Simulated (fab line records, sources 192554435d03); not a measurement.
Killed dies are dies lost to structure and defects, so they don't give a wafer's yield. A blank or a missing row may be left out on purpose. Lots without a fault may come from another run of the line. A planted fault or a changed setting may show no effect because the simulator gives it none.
Which tool did it? | flow n5_finfet | 10 lots, 30 wafers sampled, at 6 steps of a route of 1938

WHAT THE GAUGES READ, wafer by wafer
N5_ILD0_THK_MEAS_13.
lot  | measured    | on            | thk_nm (nm)
L986 | day 5 06:43 | film_metro-01 | 17.5 17.7 17.5
L987 | day 5 12:07 | film_metro-01 | 18.4 18.4 18.8
L989 | day 5 22:41 | film_metro-01 | 17.1 17.2 16.2
L990 | day 6 06:15 | film_metro-02 | 19.1 18.3 18.1
L991 | day 6 12:19 | film_metro-01 | 18.0 16.9 18.0
L992 | day 6 16:27 | film_metro-02 | 19.3 18.2 18.8
L993 | day 6 23:13 | film_metro-02 | 17.1 17.7 18.9
L100 | day 8 15:50 | film_metro-01 | 19.3 16.9 18.7
L102 | day 9 09:47 | film_metro-01 | 17.6 17.5 19.3
L103 | day 9 13:17 | film_metro-02 | 17.4 18.1 17.8

N5_SDB_CD_MEAS_11: target cd 50 nm.
lot  | measured    | on        | cd_nm (nm)
L986 | day 5 07:14 | cd_sem-03 | 48.5 49.8 49.1
L987 | day 5 12:31 | cd_sem-02 | 48.9 48.9 50.2
L989 | day 5 23:12 | cd_sem-01 | 48.7 49.8 49.9
L990 | day 6 06:46 | cd_sem-01 | 48.7 49.2 49.1
L991 | day 6 12:41 | cd_sem-01 | 50.9 50.5 49.6
L992 | day 6 16:50 | cd_sem-01 | 49.5 49.6 49.5
L993 | day 6 23:44 | cd_sem-02 | 50.0 50.6 50.3
L100 | day 8 16:20 | cd_sem-03 | 50.0 50.7 49.2
L102 | day 9 10:18 | cd_sem-02 | 49.8 48.7 48.8
L103 | day 9 13:48 | cd_sem-02 | 48.7 49.9 50.6

N5_SDB_OVL_MEAS_12.
lot  | measured    | on         | SDB_OVL (nm)
L986 | day 5 07:16 | overlay-01 | 0.2 0.7 0.7
L987 | day 5 12:32 | overlay-02 | 0.9 0.3 0.6
L989 | day 5 23:14 | overlay-02 | 0.5 0.4 0.7
L990 | day 6 06:48 | overlay-01 | -0.2 -0.6 -0.6
L991 | day 6 12:43 | overlay-01 | 0.3 -0.8 -0.1
L992 | day 6 16:52 | overlay-01 | -0.1 -0.8 -0.2
L993 | day 6 23:46 | overlay-01 | 0.0 0.6 -1.2
L100 | day 8 16:22 | overlay-01 | -0.1 0.5 1.0
L102 | day 9 10:20 | overlay-01 | 0.2 0.3 0.6
L103 | day 9 13:50 | overlay-02 | -0.6 0.5 -1.2

N5_BEOL_M4_RC_MEAS_101.
lot  | measured     | on        | DIBL_N (mV/V)  | DIBL_P (mV/V)  | IOFF_N (nA/um)    | IOFF_P (nA/um)    | ION_N (uA/um) | ION_P (uA/um) | SS_N (mV/dec)  | SS_P (mV/dec)  | VT_N (mV)         | VT_P (mV)
L986 | day 9 12:56  | prober-01 | 37.0 37.1 35.8 | 38.9 39.1 37.2 | 0.179 0.171 0.159 | 0.242 0.249 0.212 | 677 676 677   | 462 464 466   | 72.6 72.4 71.5 | 72.9 73.9 73.1 | 247.9 250.5 251.4 | -251.3 -248.7 -248.6
L987 | day 9 22:43  | prober-01 | 38.0 39.0 38.1 | 38.1 39.0 37.9 | 0.188 0.219 0.191 | 0.232 0.242 0.228 | 679 694 688   | 458 469 466   | 71.8 72.1 71.2 | 73.6 73.2 74.3 | 246.1 242.9 244.9 | -248.4 -249.2 -249.0
L989 | day 10 00:44 | prober-01 | 38.2 38.7 38.6 | 35.8 36.1 36.6 | 0.172 0.184 0.187 | 0.221 0.239 0.254 | 674 681 675   | 459 470 465   | 72.2 72.0 71.8 | 73.0 73.4 73.6 | 249.4 246.6 245.5 | -249.3 -247.6 -248.3
L990 | day 10 03:02 | prober-01 | 36.6 36.8 37.5 | 35.7 35.6 36.3 | 0.166 0.178 0.184 | 0.235 0.235 0.242 | 669 674 681   | 464 465 456   | 70.9 71.5 72.0 | 73.8 73.2 73.2 | 247.2 247.5 246.3 | -249.2 -249.1 -250.3
L100 | day 13 00:23 | prober-01 | 37.0 36.1 36.7 | 37.4 36.9 37.4 | 0.161 0.150 0.152 | 0.218 0.207 0.208 | 674 677 669   | 463 464 464   | 71.5 72.0 71.9 | 73.1 72.8 73.1 | 247.9 247.4 248.8 | -252.6 -249.7 -250.3
L102 | day 13 16:01 | prober-02 | 35.5 36.0 36.3 | 35.8 36.8 36.5 | 0.140 0.158 0.155 | 0.200 0.221 0.216 | 660 670 665   | 457 465 464   | 71.3 72.0 71.7 | 72.4 73.2 72.3 | 250.5 249.4 251.5 | -249.5 -250.0 -250.7
L103 | day 13 15:23 | prober-02 | 37.4 36.6 37.8 | 37.1 36.1 36.8 | 0.184 0.164 0.174 | 0.225 0.212 0.218 | 675 674 678   | 464 457 459   | 71.4 71.6 71.2 | 73.8 73.7 74.1 | 246.9 251.0 249.6 | -250.5 -251.4 -249.9

WHICH TOOL RAN EACH LOT (tool, then ch and the chambers of the sampled wafers, then the start)
lot  | N5_SDB_ALD_29                    | N5_SDB_CMP_30
L986 | ald_sin-04 ch 0,1,2, day 5 08:07 | cmp-03 ch 0,1,3, day 5 10:51
L987 | ald_sin-02 ch 1,2,3, day 5 13:35 | cmp-01 ch 1,3, day 5 16:21
L989 | ald_sin-01 ch 2,3, day 6 00:05   | cmp-03 ch 1,3, day 6 02:52
L990 | ald_sin-02 ch 0,1,3, day 6 08:26 | cmp-02 ch 0,1,2, day 6 11:10
L991 | ald_sin-02 ch 0,1,3, day 6 13:49 | cmp-03 ch 1,2,3, day 6 16:32
L992 | ald_sin-02 ch 0,1,2, day 6 17:43 | cmp-02 ch 1,2,3, day 6 20:28
L993 | ald_sin-02 ch 0,1, day 7 00:45   | cmp-03 ch 0,3, day 7 03:29
L100 | ald_sin-01 ch 0,1,3, day 8 18:31 | cmp-01 ch 0,1,2, day 8 21:16
L102 | ald_sin-04 ch 1,3, day 9 11:11   | cmp-01 ch 0,2, day 9 13:57
L103 | ald_sin-02 ch 1,2, day 9 14:46   | cmp-01 ch 0,2,3, day 9 17:29
- N5_SDB_ALD_29: deposits SiNx, target thk 30 nm, pulse time 1 s, ald cycles 600.
- N5_SDB_CMP_30: polishes, stops on poly-Si, t overpolish 1.54 s, target thk 30 nm.

WHAT THE TOOLS THEMSELVES READ (means of the sampled wafers that have a number; where no wafer has one, the mark that the record gives instead)
N5_SDB_ALD_29.
lot  | tool       | chamber_pressure_Torr (Torr) | heater_power_outer_w (W) | heater_power_w (W) | precursor_pulse_height_rel
L986 | ald_sin-04 | 2.001                        | 560                      | 887                | 0.983
L987 | ald_sin-02 | 2.002                        | 491                      | 813                | 1.008
L989 | ald_sin-01 | 1.999                        | 613                      | 904                | 1.007
L990 | ald_sin-02 | 2.000                        | 515                      | 837                | 0.978
L991 | ald_sin-02 | -                            | -                        | -                  | -
L992 | ald_sin-02 | -                            | -                        | -                  | -
L993 | ald_sin-02 | -                            | -                        | -                  | -
L100 | ald_sin-01 | 2.001                        | 513                      | 833                | 0.993
L102 | ald_sin-04 | 1.996                        | 476                      | 740                | 0.996
L103 | ald_sin-02 | 2.002                        | 431                      | 709                | 1.013

N5_SDB_CMP_30.
lot  | tool   | motor_current_A (A) | time_to_endpoint_s (s)
L986 | cmp-03 | 13.3                | 14.0
L987 | cmp-01 | 12.0                | 18.8
L989 | cmp-03 | 12.8                | 17.0
L990 | cmp-02 | 12.5                | 17.9
L991 | cmp-03 | 12.5                | 5.1
L992 | cmp-02 | 12.5                | 5.6
L993 | cmp-03 | 13.6                | 5.5
L100 | cmp-01 | 13.7                | 21.8
L102 | cmp-01 | 14.1                | 19.9
L103 | cmp-01 | 13.8                | 19.4

THE ANSWER, worked out from the rows above alone
Rule: what is usual is taken from the lots themselves. Put in order of their means at a reading, lots are off if they are a third of the lots or fewer, leave a main group of 4 or more, and stand apart from it by a gap of 3 or more times the standard deviation of the main group's means; of several such gaps the widest counts. A main group whose means are all the same, to the digits that the tables above print for the reading, isn't used. A lot without any number at a reading at which 4 lots or more have one is off too. The other lots that the step has rows for count as sound. The gauges are gone through in route order, then the tools' own readings, and for those a lot's mean is taken as printed above. The first step at which some lot is off is used, and at that step the reading that is off furthest; a lot without a number counts as furthest.
Off: L991, L992, L993, at N5_SDB_ALD_29 (chamber_pressure_Torr). Without a number there: L991, L992, L993. The main group: mean 2.000 Torr, standard deviation 0.002.
A tool fits if, at that step or a process step before it, it ran every lot that is off, and no sound lot after the first of them. None of those tried fits.

WHAT THE SIMULATOR HAD PUT IN
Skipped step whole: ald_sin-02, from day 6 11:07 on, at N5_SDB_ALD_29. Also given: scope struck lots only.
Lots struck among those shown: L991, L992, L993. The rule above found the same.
